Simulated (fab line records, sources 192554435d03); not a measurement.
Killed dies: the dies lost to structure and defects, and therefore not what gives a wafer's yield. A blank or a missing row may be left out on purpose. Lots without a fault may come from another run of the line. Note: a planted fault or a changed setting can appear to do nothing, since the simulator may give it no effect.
Which tool did it? / flow n5-finfet / Sampling: 12 lots, 36 wafers, 2 of 1938 route steps

WHAT THE GAUGES SHOWED, per wafer
N5_SDB_THK_MEAS_31.
lot=L075; measured=day 4 09:31; on=film-metro-02; SDB_THK (nm)=63.9 64.3 64.9
lot=L077; measured=day 5 01:29; on=film-metro-02; SDB_THK (nm)=64.7 63.1 62.0
lot=L079; measured=day 5 11:44; on=film-metro-01; SDB_THK (nm)=64.7 64.7 63.1
lot=L081; measured=day 5 18:11; on=film-metro-02; SDB_THK (nm)=64.5 63.3 64.6
lot=L083; measured=day 6 04:37; on=film-metro-02; SDB_THK (nm)=62.5 64.5 63.2
lot=L085; measured=day 6 18:50; on=film-metro-01; SDB_THK (nm)=61.2 63.1 61.8
lot=L087; measured=day 7 04:40; on=film-metro-02; SDB_THK (nm)=64.2 63.3 64.5
lot=L089; measured=day 7 19:18; on=film-metro-01; SDB_THK (nm)=64.5 65.4 64.0
lot=L091; measured=day 8 07:08; on=film-metro-01; SDB_THK (nm)=63.4 62.5 63.5
lot=L093; measured=day 8 19:16; on=film-metro-02; SDB_THK (nm)=64.5 66.8 65.6
lot=L094; measured=day 9 05:55; on=film-metro-02; SDB_THK (nm)=63.7 64.3 64.7
lot=L097; measured=day 9 17:15; on=film-metro-02; SDB_THK (nm)=65.4 65.7 64.9

TOOL THAT RAN EACH LOT (tool first, then ch and the chambers of the sampled wafers, then the start)
lot=L075; N5_SDB_ALD_29=ald-sin-02 ch 0,1, day 4 06:29
lot=L077; N5_SDB_ALD_29=ald-sin-03 ch 0,1,3, day 4 22:27
lot=L079; N5_SDB_ALD_29=ald-sin-01 ch 1,2,3, day 5 08:35
lot=L081; N5_SDB_ALD_29=ald-sin-03 ch 0,3, day 5 13:48
lot=L083; N5_SDB_ALD_29=ald-sin-03 ch 2,3, day 6 01:35
lot=L085; N5_SDB_ALD_29=ald-sin-02 ch 0,1,2, day 6 15:49
lot=L087; N5_SDB_ALD_29=ald-sin-03 ch 0,1,3, day 7 01:38
lot=L089; N5_SDB_ALD_29=ald-sin-02 ch 0,2, day 7 15:58
lot=L091; N5_SDB_ALD_29=ald-sin-01 ch 2,3, day 8 04:07
lot=L093; N5_SDB_ALD_29=ald-sin-03 ch 0,1,3, day 8 16:14
lot=L094; N5_SDB_ALD_29=ald-sin-02 ch 0,2, day 9 02:53
lot=L097; N5_SDB_ALD_29=ald-sin-01 ch 0,2, day 9 14:13
- N5_SDB_ALD_29: deposits SiNx, target thk 30 nm, pulse time 1 s, ald cycles 600.

THE ANSWER, worked out from the rows above alone
Rule: usual is defined by the lots themselves. Put in order of their means at a reading, lots are off if they are a third of the lots or fewer, leave a main group of 4 or more, and stand apart from it by a gap of 3 or more times the standard deviation of the main group's means; of several such gaps the widest counts. Not used: any main group whose means are identical at the precision the tables above print for the reading. A lot without any number at a reading at which 4 lots or more have one is off too. Where the step has rows for the other lots, those lots are counted as sound.
No lot is off at any reading shown: from this, nothing can be told.

WHAT THE SIMULATOR PUT IN
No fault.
